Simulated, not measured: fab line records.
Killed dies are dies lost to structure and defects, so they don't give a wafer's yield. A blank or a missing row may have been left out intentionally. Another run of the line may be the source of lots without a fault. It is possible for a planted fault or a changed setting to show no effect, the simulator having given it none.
A struck lot beside a sound one | flow n5_finfet | 36 out of 1938 route steps
Sound: these wafers, L800.1, L800.2, L800.5. Struck: wafer L804.6. (L804.1, L804.5 of the same lot were not struck and are left out.) The cause comes at the end.
At each step with rows: each side's tool, then ch and its chambers, then its first start. Under that, the readings that differ: sound wafers | struck wafers | difference of the means | sigmas: that difference in standard deviations of wafers without a fault.
alike: words and numbers the same on both sides, and readings whose means are apart by under 2 such deviations; not compared: readings that were withheld, readings missing a value for some wafer, numbers with overlapping values and no deviation given by the record, and bounds like >300 which may hide the same value.
A row with sigmas, a row that says differs or no value, or rows on one side alone: a step with any of these is where the two part. Numbers that don't overlap but have no deviation are shown without sigmas and don't part them. A reading missing from all wafers of one side parts the sides only when that side holds two or more wafers.

first, 9 steps without rows for these wafers: N5_BEOL_M10_ALD_74 (deposits TaN, target thk 2 nm, pulse time 2 s, purge time 3 s); N5_BEOL_M10_SURFACE_TREAT_76; N5_BEOL_M10_CVD_75 (deposits Co from CCTBA/H2, target thk 2 nm, time 138.9 s); N5_BEOL_M10_SPUTTER_48 (material Cu, target thk 12 nm, time 2 s); N5_BEOL_M10_ECD_50 (material Cu, target thk 318 nm); N5_BEOL_M10_ANNEAL_51 (time 90 s); N5_BEOL_M10_CMP_52 (polishes, stops on SiCOH lowk, t overpolish 7 s, target thk 140 nm); N5_BEOL_M10_PRE_CLEAN_55 (time 15 s); N5_BEOL_M10_DEP_56 (deposits SiCN from 3MS/NH3, target thk 15 nm, time 26.5 s).
N5_BEOL_M11_ILD_DEP_00: deposits SiCOH lowk from DEMS/porogen, target thk 308.51 nm, time 58 s.
  sound on pecvd-02 ch 0,1, day 11 23:38; struck on pecvd-02 ch 1, day 12 13:13
  reading                                             | sound             | struck | difference | sigmas
  run_length_s (s)                                    | 100.9 100.7 101.1 | 87.6   | -13.3      | -24
  model.SiCOH_lowk_of_BEOL_M11_ILD_DEP_00.thk_nm (nm) | 295.8 305.6 303.2 | 230.2  | -71.3      |
  alike: heater_power_w, showerhead_plenum_p_Torr, throttle_valve_pct
then, 1 step without rows for these wafers: N5_BEOL_M11_CURE_71 (cures SiCOH lowk, time 240 s).
N5_BEOL_M11_THK_MEAS_01:
  sound: film_metro-01 at day 12 00:24; struck: film_metro-01 at day 12 14:01
  reading          | sound       | struck | difference | sigmas
  M11_ILD_THK (nm) | 257 265 263 | 199    | -63        | -13
then, 23 steps without rows for these wafers: N5_BEOL_M11_PECVD_70 (deposits SiO2 from TEOS/O2, target thk 20 nm, time 22.7 s); N5_BEOL_M11_HM_DEP_02 (deposits TiN, target thk 20 nm); N5_BEOL_M11_COAT_59 (time 60 s, resist thk 100 nm); N5_BEOL_M11_COAT_60 (time 60 s, resist thk 30 nm); N5_BEOL_M11_COAT_05 (resist thk 90 nm); N5_BEOL_M11_EBR_07; N5_BEOL_M11_SOFTBAKE_06 (time 60 s); N5_BEOL_M11_EXPOSE_08 (exposes mask M11); N5_BEOL_M11_PEB_09 (peb time 60 s); N5_BEOL_M11_DEVELOP_10 (develop time 30 s); N5_BEOL_M11_DESCUM_16 (chemistry O2, time 7.9 s); N5_BEOL_M11_ETCH_61 (etches SiARC in CF4, target depth 39 nm, time 65 s); N5_BEOL_M11_ETCH_62 (etches SOC in N2/H2, target depth 110 nm, overetch 22 nm, time 165 s); N5_BEOL_M11_STRIP_68 (strips in N2/H2); N5_BEOL_M11_STRIP_67 (strips in CF4); N5_BEOL_M11_HM_OPEN_17 (chemistry Cl2/BCl3, target TiN, target depth 20 nm, overetch 6 nm); N5_BEOL_M11_STRIP_19 (strips in O2); N5_BEOL_M11_COAT_63 (time 60 s, resist thk 100 nm); N5_BEOL_M11_COAT_64 (time 60 s, resist thk 30 nm); N5_BEOL_M11_COAT_22 (resist thk 90 nm); N5_BEOL_M11_EBR_24; N5_BEOL_M11_SOFTBAKE_23 (time 60 s); N5_BEOL_M11_EXPOSE_25 (exposes mask V10).
N5_BEOL_M11_CMP_52: polishes, stops on SiCOH lowk, t overpolish 7 s, target thk 140 nm.
  sound on cmp-04 ch 0,2, day 12 11:56; struck on cmp-04 ch 3, day 12 20:47
  reading                                             | sound             | struck | difference | sigmas
  model.SiCOH_lowk_of_BEOL_M11_ILD_DEP_00.thk_nm (nm) | 253.6 262.4 260.2 | 196.2  | -62.5      |
  alike: motor_current_A

== WHERE THEY PART ==
Earliest at N5_BEOL_M11_ILD_DEP_00; latest, in this record, at N5_BEOL_M11_THK_MEAS_01. Later steps at which nothing parts them and some readings are alike: N5_BEOL_M11_CMP_52.

WHY: what had been put in by the simulator
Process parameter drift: pecvd-02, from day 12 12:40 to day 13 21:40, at N5_BEOL_M11_ILD_DEP_00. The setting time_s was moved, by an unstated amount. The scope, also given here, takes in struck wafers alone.
